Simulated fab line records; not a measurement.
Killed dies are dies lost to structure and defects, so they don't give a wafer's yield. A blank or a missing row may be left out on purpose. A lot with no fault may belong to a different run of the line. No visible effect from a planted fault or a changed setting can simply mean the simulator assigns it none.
Matching of chambers    flow nand-harc    4 sister chambers for NHARC_P_CONTACT_CMP_24 on cmp-01
The step polishes, t overpolish 30 s, target thk 200 nm. 4 wafers are shown with their chamber, then 8 later ones without.

WAFERS, EACH WITH ITS CHAMBER
wafer   chamber  motor-current-A (A)
L265.6  3        10.8
L266.2  1        11.9
L266.4  2        10.8
L269.1  0        11.4

WAFERS WITHOUT THEIR CHAMBER
wafer   motor-current-A (A)
L269.3  11.7
L269.6  12.2
L271.1  11.4
L271.2  10.6
L271.5  11.8
L272.3  10.9
L272.5  12.2
L272.6  11.0

CHAMBER TAKEN BY EACH
wafer    from the rows above            in truth
L269.3   can't be placed: 1 or 0        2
L269.6   1                              1
L271.1   0                              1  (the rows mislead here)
L271.2   can't be placed: 2 or 3        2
L271.5   can't be placed: 1 or 0        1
L272.3   can't be placed: 2 or 3        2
L272.5   1                              1
L272.6   can't be placed: 2 or 3 or 0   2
Correct placement for 2 of the 8. From these rows, 5 cannot be placed; in 4 the true chamber is one of the candidates. Placed wrongly: 1.
How it was worked out, from the rows above alone: a wafer's distance from a chamber is the root of the sum, over the readings, of the square of ((its reading less the chamber's mean) divided by the reading's scatter). If the next closest chamber is less than 2 further off than the closest, the wafer can't be placed; otherwise it belongs to the closest. The mean given for a chamber averages the wafers shown for that chamber. The scatter: root of mean squared gap, hidden wafer to nearest shown wafer, with one shown wafer a chamber.
